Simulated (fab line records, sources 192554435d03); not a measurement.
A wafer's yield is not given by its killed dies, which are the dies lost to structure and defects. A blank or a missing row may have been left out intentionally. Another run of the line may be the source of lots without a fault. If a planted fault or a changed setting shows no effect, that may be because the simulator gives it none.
Split-lot experiment | flow n5 finfet | route with 1938 steps; 7 lots, 21 wafers read

## SPLIT DETAILS
At N5_BEOL_M1_PECVD_72 (deposits SiO2 from TEOS/O2, target thk 16 nm, time 18 s), the setting time s was moved away from the recipe's 18 s on 9 of the 21 wafers read, by -5.4% to +13.9%. All remaining wafers had this setting at the recipe value.

The reading comes from the split's own step.

## THE READING
SiO2_of_BEOL_M1_PECVD_72.thk nm (the simulator's own value, which no gauge read), in nm, at N5_BEOL_M1_PECVD_72 (deposits SiO2 from TEOS/O2, target thk 16 nm, time 18 s). No usual value for it is given in the file. The 12 wafers here that ran the recipe average 16.1 nm, standard deviation 0.18 nm.

wafer  | tool, chamber at the split | time s as run, s | against the recipe | SiO2_of_BEOL_M1_PECVD_72.thk nm, nm | against lot-mates on the recipe
L081.1 | pecvd-03, 0,1              | 17.03            | -5.4%              | 14.8                                | -1.4
L081.2 | pecvd-03, 0,1              | 17.03            | -5.4%              | 14.8                                | -1.4
L081.3 | pecvd-03, 0                | 18               | recipe             | 16.2                                | -
L083.2 | pecvd-03, 0                | 18               | recipe             | 15.8                                | -
L083.3 | pecvd-03, 0                | 20.5             | +13.9%             | 18.4                                | +2.6
L083.4 | pecvd-03, 1                | 20.5             | +13.9%             | 18.2                                | +2.4
L087.1 | pecvd-04, 1                | 18               | recipe             | 15.8                                | -
L087.2 | pecvd-04, 2                | 18.86            | +4.8%              | 16.6                                | +0.7
L087.4 | pecvd-04, 1                | 18               | recipe             | 16                                  | -
L091.1 | pecvd-03, 1,0              | 18               | recipe             | 16                                  | -
L091.2 | pecvd-03, 1,0              | 18               | recipe             | 16                                  | -
L091.5 | pecvd-03, 0                | 18               | recipe             | 16.2                                | -
L093.2 | pecvd-04, 2                | 19.89            | +10.5%             | 17.6                                | +1.4
L093.3 | pecvd-04, 1                | 19.89            | +10.5%             | 17.2                                | +1.0
L093.4 | pecvd-04, 0                | 18               | recipe             | 16.2                                | -
L094.1 | pecvd-02, 0                | 18.73            | +4.1%              | 16.8                                | +0.4
L094.2 | pecvd-02, 1                | 18.73            | +4.1%              | 16.4                                | +0.0
L094.4 | pecvd-02, 0                | 18               | recipe             | 16.4                                | -
L096.1 | pecvd-03, 2                | 18               | recipe             | 15.8                                | -
L096.2 | pecvd-03, 1                | 18               | recipe             | 16                                  | -
L096.3 | pecvd-03, 0                | 18               | recipe             | 16.2                                | -
If several chambers appear in one row, that row covers several wafers at once and the file leaves open which wafer was in which chamber.

THE FIT
A straight line over all 21 wafers: SiO2_of_BEOL_M1_PECVD_72.thk nm changes by +0.161 nm for each +1% of time s; r = +0.97; the points scatter about the line by 0.23 nm.
The same after taking each lot's own level away (the mean of its wafers on the recipe; 21 wafers): +0.169 nm for each +1%; r = +0.96; scatter 0.29 nm.
The reading moves by 2.3 nm for the largest change in time s, on that fit.
Measured against the standard deviation above, the lots' own levels, which go from 15.80 to 16.40 nm, span 3.2 times it.
So the lot-to-lot level changes the slope little: the two slopes agree.
Check: +2.07 nm against its lot-mates is what the line predicts for one of the wafers moved furthest among these (+13.9%) when that wafer is left out of the fit. Against them it came out at +2.6 nm.

## FURTHER SPLITS ON THESE WAFERS
Other splits were also applied to these wafers ahead of the reading. Each is held against what the fit with the lots' levels taken away leaves over:
other split on the same wafers               | wafers away from the commonest value | r with SiO2_of_BEOL_M1_PECVD_72.thk nm (lot level and that fit taken away)
N5_MOL_CONTACT_COAG_EXPOSE_05 dose mj        | 3                                    | -0.16
N5_MOL_CONTACT_COAG_CONTACT_ETCH_14 source w | 4                                    | +0.02
N5_MOL_CONTACT_COAG_ETCH_91 source w         | 5                                    | -0.22
N5_BEOL_M0_SAQP_SPACER1_ALD_98 ald cycles    | 3                                    | -0.29
N5_BEOL_M0_SAQP_ETCH_106 target depth a      | 9                                    | -0.11
N5_BEOL_M0_CUTY_ETCH_63 source w             | 7                                    | +0.28
N5_BEOL_M0_TRENCH_ETCH_107 target depth a    | 9                                    | -0.49

## FILE'S OWN FIT
SiO2_of_BEOL_M1_PECVD_72.thk nm changes by +0.159 nm for each +1% of time s, r = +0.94.
